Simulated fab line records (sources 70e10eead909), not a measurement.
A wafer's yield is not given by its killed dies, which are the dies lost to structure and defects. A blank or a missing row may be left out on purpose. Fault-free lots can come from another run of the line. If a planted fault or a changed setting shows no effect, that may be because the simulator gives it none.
fab line records || flow nand-harc
record {"lots": 6, "wafers": 18, "last-day": 23}
route steps=1159 shown A_STAIRCASE@745 A_SGD_CUT@747
lots with no fault: from the same line, run without faults
start-h: hours from the record's opening day to when the first of the lot's shown wafers began || wait-h: hours from the lot's prior step to this one || " same as the row above || L1.1+2: one row covering several wafers at once || - no value present, or no start provided || * or withheld: withheld || < > ~ a bound
route shown NAME@n: a module of which the file shows steps, and the number in the route of the first || usual: mean and standard deviation over wafers with no fault || same: alike in all rows || chamber/n: place in a boat || sites: the reading at each site || _std_site: standard deviation of those values || _edge_site: mean of outer sites minus mean of inner sites || radius-mm: how far each site lies from the wafer's centre || mask NAME#n: copy n || behind: the most recent tool/chamber to have shaped the wafer || hold: the reason the lot was held/the length of the hold in hours/how it ended || device: the n, p or np transistor that did not switch || end of line: tests of these same wafers at the route's end || a step without rows: its recipe alone || killed: the dies lost at the first sort to structure and to defects; this is not the yield of the wafer || map: per-die view of a wafer (x killed, . not killed, _ where there is no die)
set.NAME: the setting the step ran with; set.NAME@STEP: the setting that earlier step ran with || model.NAME: the simulator's own value behind a step, which no gauge read
lots at selected steps of the route; one table per step, one row per wafer
services: from which hour (start-h, from the record's first day; less than 0 if before it) a tool's chamber was out of use, for how many hours, and why
## steps
# step NHARC_A_STAIRCASE_SRD_474
# step NHARC_A_STAIRCASE_INSPECT_155
# usual {"raw-defect-count": "343/110"}
{"lot.wafer": "L783.1", "tool": "defect-inspect-02", "chamber": "-", "start-h": 331.48, "wait-h": 0.1, "raw-defect-count": 404}
{"lot.wafer": "L783.3", "tool": "defect-inspect-02", "chamber": "-", "start-h": 331.48, "wait-h": 0.1, "raw-defect-count": 463}
{"lot.wafer": "L783.5", "tool": "defect-inspect-02", "chamber": "-", "start-h": 331.48, "wait-h": 0.1, "raw-defect-count": 301}
{"lot.wafer": "L785.2", "tool": "defect-inspect-02", "chamber": "-", "start-h": 338.72, "wait-h": 0.1, "raw-defect-count": 183}
{"lot.wafer": "L785.4", "tool": "defect-inspect-02", "chamber": "-", "start-h": 338.72, "wait-h": 0.1, "raw-defect-count": 284}
{"lot.wafer": "L785.5", "tool": "defect-inspect-02", "chamber": "-", "start-h": 338.72, "wait-h": 0.1, "raw-defect-count": 263}
{"lot.wafer": "L786.2", "tool": "defect-inspect-01", "chamber": "-", "start-h": 368.37, "wait-h": 0.1, "raw-defect-count": 298}
{"lot.wafer": "L786.3", "tool": "defect-inspect-01", "chamber": "-", "start-h": 368.37, "wait-h": 0.1, "raw-defect-count": 222}
{"lot.wafer": "L786.4", "tool": "defect-inspect-01", "chamber": "-", "start-h": 368.37, "wait-h": 0.1, "raw-defect-count": 338}
{"lot.wafer": "L789.1", "tool": "defect-inspect-01", "chamber": "-", "start-h": 368.65, "wait-h": 0.1, "raw-defect-count": 294}
{"lot.wafer": "L789.5", "tool": "defect-inspect-01", "chamber": "-", "start-h": 368.65, "wait-h": 0.1, "raw-defect-count": 411}
{"lot.wafer": "L789.6", "tool": "defect-inspect-01", "chamber": "-", "start-h": 368.65, "wait-h": 0.1, "raw-defect-count": 194}
{"lot.wafer": "L791.2", "tool": "defect-inspect-02", "chamber": "-", "start-h": 369.99, "wait-h": 0.1, "raw-defect-count": 289}
{"lot.wafer": "L791.3", "tool": "defect-inspect-02", "chamber": "-", "start-h": 369.99, "wait-h": 0.1, "raw-defect-count": 246}
{"lot.wafer": "L791.4", "tool": "defect-inspect-02", "chamber": "-", "start-h": 369.99, "wait-h": 0.1, "raw-defect-count": 266}
{"lot.wafer": "L797.2", "tool": "defect-inspect-01", "chamber": "-", "start-h": 407.03, "wait-h": 0.1, "raw-defect-count": 268}
{"lot.wafer": "L797.4", "tool": "defect-inspect-01", "chamber": "-", "start-h": 407.03, "wait-h": 0.1, "raw-defect-count": 263}
{"lot.wafer": "L797.6", "tool": "defect-inspect-01", "chamber": "-", "start-h": 407.03, "wait-h": 0.1, "raw-defect-count": 466}
# step NHARC_A_SGD_CUT_DEP_00
# recipe {"target-thk-a": 500, "temp-c": 400, "target-thk-nm": 50, "flow-sccm": 200, "rf-w": 450, "material": "SiNx"}
# usual {"heater-power-w": "704/96"}
{"lot.wafer": "L783.1", "tool": "pecvd-01", "chamber": 2, "start-h": 331.55, "wait-h": 0.1, "heater-power-w": 733}
{"lot.wafer": "L783.3", "tool": "pecvd-01", "chamber": 1, "start-h": 331.55, "wait-h": 0.1, "heater-power-w": 832}
{"lot.wafer": "L783.5", "tool": "pecvd-01", "chamber": 1, "start-h": 331.55, "wait-h": 0.1, "heater-power-w": 848}
{"lot.wafer": "L785.2", "tool": "pecvd-01", "chamber": 1, "start-h": 338.79, "wait-h": 0.1, "heater-power-w": 850}
{"lot.wafer": "L785.4", "tool": "pecvd-01", "chamber": 2, "start-h": 338.79, "wait-h": 0.1, "heater-power-w": 678}
{"lot.wafer": "L785.5", "tool": "pecvd-01", "chamber": 0, "start-h": 338.79, "wait-h": 0.1, "heater-power-w": 769}
{"lot.wafer": "L786.2", "tool": "pecvd-02", "chamber": 2, "start-h": 368.44, "wait-h": 0.1, "heater-power-w": 688}
{"lot.wafer": "L786.3", "tool": "pecvd-02", "chamber": 1, "start-h": 368.44, "wait-h": 0.1, "heater-power-w": 825}
{"lot.wafer": "L786.4", "tool": "pecvd-02", "chamber": 0, "start-h": 368.44, "wait-h": 0.1, "heater-power-w": 695}
{"lot.wafer": "L789.1", "tool": "pecvd-04", "chamber": 0, "start-h": 368.72, "wait-h": 0.1, "heater-power-w": 502}
{"lot.wafer": "L789.6", "tool": "pecvd-04", "chamber": 0, "start-h": 368.72, "wait-h": 0.1, "heater-power-w": 525}
{"lot.wafer": "L789.5", "tool": "pecvd-04", "chamber": 1, "start-h": 368.72, "wait-h": 0.1, "heater-power-w": 762}
{"lot.wafer": "L791.2", "tool": "pecvd-01", "chamber": 2, "start-h": 370.08, "wait-h": 0.1, "heater-power-w": 709}
{"lot.wafer": "L791.3", "tool": "pecvd-01", "chamber": 0, "start-h": 370.08, "wait-h": 0.1, "heater-power-w": 784}
{"lot.wafer": "L791.4", "tool": "pecvd-01", "chamber": 1, "start-h": 370.08, "wait-h": 0.1, "heater-power-w": 815}
{"lot.wafer": "L797.2", "tool": "pecvd-02", "chamber": 0, "start-h": 407.15, "wait-h": 0.1, "heater-power-w": 663}
{"lot.wafer": "L797.6", "tool": "pecvd-02", "chamber": 1, "start-h": 407.15, "wait-h": 0.1, "heater-power-w": 717}
{"lot.wafer": "L797.4", "tool": "pecvd-02", "chamber": 0, "start-h": 407.15, "wait-h": 0.1, "heater-power-w": 669}
# step NHARC_A_SGD_CUT_DEHYDRATE_01
# recipe {"temp-c": 150, "time-s": 120}
# step NHARC_A_SGD_CUT_HMDS_02
# recipe {"time-s": 30}
# step NHARC_A_SGD_CUT_COAT_56
# recipe {"temp-c": 260, "time-s": 75}
# step NHARC_A_SGD_CUT_COAT_57
# recipe {"temp-c": 225, "time-s": 65}
# step NHARC_A_SGD_CUT_COAT_03
# recipe {"spin-rpm": 1500, "resist-thk-nm": 90}
# step NHARC_A_SGD_CUT_SOFTBAKE_04
# recipe {"temp-c": 105, "time-s": 55}
# step NHARC_A_SGD_CUT_EBR_05
# step NHARC_A_SGD_CUT_EXPOSE_06
# recipe {"na": 1.35, "dose-mj": 85.59, "mask-id": "SGD"}
# step NHARC_A_SGD_CUT_PEB_07
# recipe {"peb-temp-c": 100, "peb-time-s": 65}
# usual {"chill-plate-temp-C": "22.98/0.12", "exhaust-pa": "45.1/0.83"}
{"lot.wafer": "L783.1", "tool": "litho-track-04", "chamber": 0, "start-h": 332.06, "wait-h": 0.1, "chill-plate-temp-C": 22.95, "exhaust-pa": 44.2}
{"lot.wafer": "L783.3", "tool": "litho-track-04", "chamber": 0, "start-h": 332.06, "wait-h": 0.1, "chill-plate-temp-C": 23.16, "exhaust-pa": 44.6}
{"lot.wafer": "L783.5", "tool": "litho-track-04", "chamber": 0, "start-h": 332.06, "wait-h": 0.1, "chill-plate-temp-C": 22.83, "exhaust-pa": 43.7}
{"lot.wafer": "L785.2", "tool": "litho-track-06", "chamber": 0, "start-h": 339.44, "wait-h": 0.1, "chill-plate-temp-C": 22.95, "exhaust-pa": 45.6}
{"lot.wafer": "L785.4", "tool": "litho-track-06", "chamber": 0, "start-h": 339.44, "wait-h": 0.1, "chill-plate-temp-C": 23.04, "exhaust-pa": 43.9}
{"lot.wafer": "L785.5", "tool": "litho-track-06", "chamber": 0, "start-h": 339.44, "wait-h": 0.1, "chill-plate-temp-C": 22.95, "exhaust-pa": 46.2}
{"lot.wafer": "L786.2", "tool": "litho-track-04", "chamber": 0, "start-h": 368.96, "wait-h": 0.1, "chill-plate-temp-C": 22.92, "exhaust-pa": 44.2}
{"lot.wafer": "L786.3", "tool": "litho-track-04", "chamber": 0, "start-h": 368.96, "wait-h": 0.1, "chill-plate-temp-C": 22.96, "exhaust-pa": 45.0}
{"lot.wafer": "L786.4", "tool": "litho-track-04", "chamber": 0, "start-h": 368.96, "wait-h": 0.1, "chill-plate-temp-C": 22.83, "exhaust-pa": 44.6}
{"lot.wafer": "L789.1", "tool": "litho-track-06", "chamber": "-", "start-h": 369.24, "wait-h": 0.1, "chill-plate-temp-C": "-", "exhaust-pa": "-"}
{"lot.wafer": "L789.5", "tool": "litho-track-06", "chamber": "-", "start-h": 369.24, "wait-h": 0.1, "chill-plate-temp-C": "-", "exhaust-pa": "-"}
{"lot.wafer": "L789.6", "tool": "litho-track-06", "chamber": "-", "start-h": 369.24, "wait-h": 0.1, "chill-plate-temp-C": "-", "exhaust-pa": "-"}
{"lot.wafer": "L791.2", "tool": "litho-track-06", "chamber": "-", "start-h": 370.58, "wait-h": 0.1, "chill-plate-temp-C": "-", "exhaust-pa": "-"}
{"lot.wafer": "L791.3", "tool": "litho-track-06", "chamber": "-", "start-h": 370.58, "wait-h": 0.1, "chill-plate-temp-C": "-", "exhaust-pa": "-"}
{"lot.wafer": "L791.4", "tool": "litho-track-06", "chamber": "-", "start-h": 370.58, "wait-h": 0.1, "chill-plate-temp-C": "-", "exhaust-pa": "-"}
{"lot.wafer": "L797.2", "tool": "litho-track-01", "chamber": 0, "start-h": 407.76, "wait-h": 0.1, "chill-plate-temp-C": 22.69, "exhaust-pa": 44.7}
{"lot.wafer": "L797.4", "tool": "litho-track-01", "chamber": 0, "start-h": 407.76, "wait-h": 0.1, "chill-plate-temp-C": 23.01, "exhaust-pa": 44.3}
{"lot.wafer": "L797.6", "tool": "litho-track-01", "chamber": 0, "start-h": 407.76, "wait-h": 0.1, "chill-plate-temp-C": 22.88, "exhaust-pa": 45.6}
# step NHARC_A_SGD_CUT_DEVELOP_08
# recipe {"develop-time-s": 35, "dev-temp-c": 23}
## services
{"tool": "pecvd-01", "chamber": 0, "start-h": 309.91, "hours": 8.5, "kind": "repair"}
{"tool": "litho-track-04", "chamber": "-", "start-h": 316.00, "hours": 7.0, "kind": "pm"}
{"tool": "pecvd-04", "chamber": 1, "start-h": 329.56, "hours": 8.8, "kind": "repair"}
{"tool": "pecvd-02", "chamber": "-", "start-h": 334.30, "hours": 13.0, "kind": "pm"}
{"tool": "pecvd-02", "chamber": 0, "start-h": 334.30, "hours": 13.0, "kind": "vent-cycle"}
{"tool": "pecvd-02", "chamber": 1, "start-h": 334.30, "hours": 13.0, "kind": "vent-cycle"}
{"tool": "pecvd-02", "chamber": 2, "start-h": 334.30, "hours": 13.0, "kind": "vent-cycle"}
{"tool": "pecvd-02", "chamber": 0, "start-h": 347.30, "hours": "-", "kind": "clean"}
{"tool": "pecvd-02", "chamber": 1, "start-h": 347.30, "hours": "-", "kind": "clean"}
{"tool": "pecvd-02", "chamber": 2, "start-h": 347.30, "hours": "-", "kind": "clean"}
{"tool": "pecvd-04", "chamber": "-", "start-h": 376.47, "hours": 13.0, "kind": "pm"}
{"tool": "pecvd-04", "chamber": 0, "start-h": 376.47, "hours": 13.0, "kind": "vent-cycle"}
{"tool": "pecvd-04", "chamber": 1, "start-h": 376.47, "hours": 13.0, "kind": "vent-cycle"}
{"tool": "pecvd-04", "chamber": 2, "start-h": 376.47, "hours": 13.0, "kind": "vent-cycle"}
{"tool": "pecvd-04", "chamber": 0, "start-h": 389.47, "hours": "-", "kind": "clean"}
{"tool": "pecvd-04", "chamber": 1, "start-h": 389.47, "hours": "-", "kind": "clean"}
{"tool": "pecvd-04", "chamber": 2, "start-h": 389.47, "hours": "-", "kind": "clean"}
## key
first-sign {"step": "NHARC_A_SGD_CUT_PEB_07", "reading": "tool-record", "direction": "missing"}
effect none on later readings
met-at NHARC_A_SGD_CUT_PEB_07
struck-wafers L789.1,L789.5,L789.6,L791.2,L791.3,L791.4
later-rows-left-out L789.1,L789.5,L789.6,L791.2,L791.3,L791.4
sort-left-out L789.1,L789.5,L789.6,L791.2,L791.3,L791.4
tester-left-out L789,L791
onset-between 339.44 369.24
fault {"kind": "skipped-step-whole", "tool": "litho-track-06", "chamber": "-", "onset-h": 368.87, "steps": "NHARC_A_SGD_CUT_PEB_07", "scope": "struck-lots-only"}
# tester-left-out: of these lots the tester's yield and bins aren't shown, on N5 and GAA mostly nor the transistor test; their killed dies are dies lost to structure and defects alone, not to doping, threshold or leakage, so they don't give the yield
# sort-left-out: the simulated sort isn't trusted on such a fault, so these wafers' sort isn't shown, and their yield isn't known
# later-rows-left-out: the simulator's readings of these wafers behind a module that went badly wrong aren't trusted and aren't shown, but for the sort
